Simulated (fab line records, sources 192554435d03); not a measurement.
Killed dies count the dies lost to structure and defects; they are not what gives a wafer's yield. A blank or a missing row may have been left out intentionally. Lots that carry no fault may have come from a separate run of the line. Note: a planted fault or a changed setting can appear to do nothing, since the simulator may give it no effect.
Matching of chambers	flow n5Finfet	N5_BEOL_M8_CURE_75 on uvCure-03 has 3 sister chambers
The step cures SiCOH lowk, time 120 s. 16 wafers are shown with their chamber, then 8 later ones without.

## WAFERS, EACH WITH ITS CHAMBER
wafer	chamber	wafer_temp_C_max	lampPowerPct (%)
L080.2	1	371.0	52.33
L080.5	1	371.3	52.21
L080.6	1	370.9	52.28
L077.1	2	371.4	52.32
L077.4	2	371.7	52.36
L077.5	2	371.4	52.34
L079.1	1	370.8	52.23
L079.4	1	371.2	52.28
L079.6	1	371.4	52.27
L082.2	0	371.5	52.36
L082.4	0	371.0	52.32
L082.5	0	371.3	52.26
L083.1	2	371.8	52.27
L083.4	2	371.4	52.31
L083.5	2	371.4	52.30
L085.1	0	371.2	52.32

SIGNATURES (means of the wafers above)
reading	chamber 0	chamber 1	chamber 2	scatter within a chamber
wafer_temp_C_max	371.250	371.100	371.517	0.211
lampPowerPct	52.3150	52.2667	52.3167	0.0382
Rule: for each reading, subtract the chamber's mean from the wafer's reading, divide by that reading's scatter and square the result; add these up over the readings and take the root, which gives the wafer's distance from the chamber. The wafer belongs to the nearest chamber; if the next one is less than 2 further off, it can't be placed. The scatter is the square root of a quotient: the sum, over the shown wafers, of each reading's squared deviation from its chamber's mean, divided by wafers minus chambers.

## WAFERS MISSING THEIR CHAMBER
wafer	wafer_temp_C_max	lampPowerPct (%)
L085.4	372.0	52.37
L085.5	371.6	52.31
L087.1	371.0	52.34
L087.5	371.0	52.28
L087.6	371.3	52.21
L094.1	371.7	52.34
L094.2	371.4	52.26
L094.3	371.1	52.27

## CHAMBER TAKEN BY EACH
wafer	from the rows above	in truth
L085.4	can't be placed: 2 or 0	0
L085.5	can't be placed: 2 or 0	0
L087.1	can't be placed: 0 or 1 or 2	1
L087.5	can't be placed: 1 or 0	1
L087.6	can't be placed: 1 or 0 or 2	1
L094.1	can't be placed: 2 or 0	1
L094.2	can't be placed: 1 or 2 or 0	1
L094.3	can't be placed: 1 or 0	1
Placed correctly: 0 of 8. Can't be placed from these rows: 8 (the true chamber is among the candidates in 7). Placed wrongly: 0.
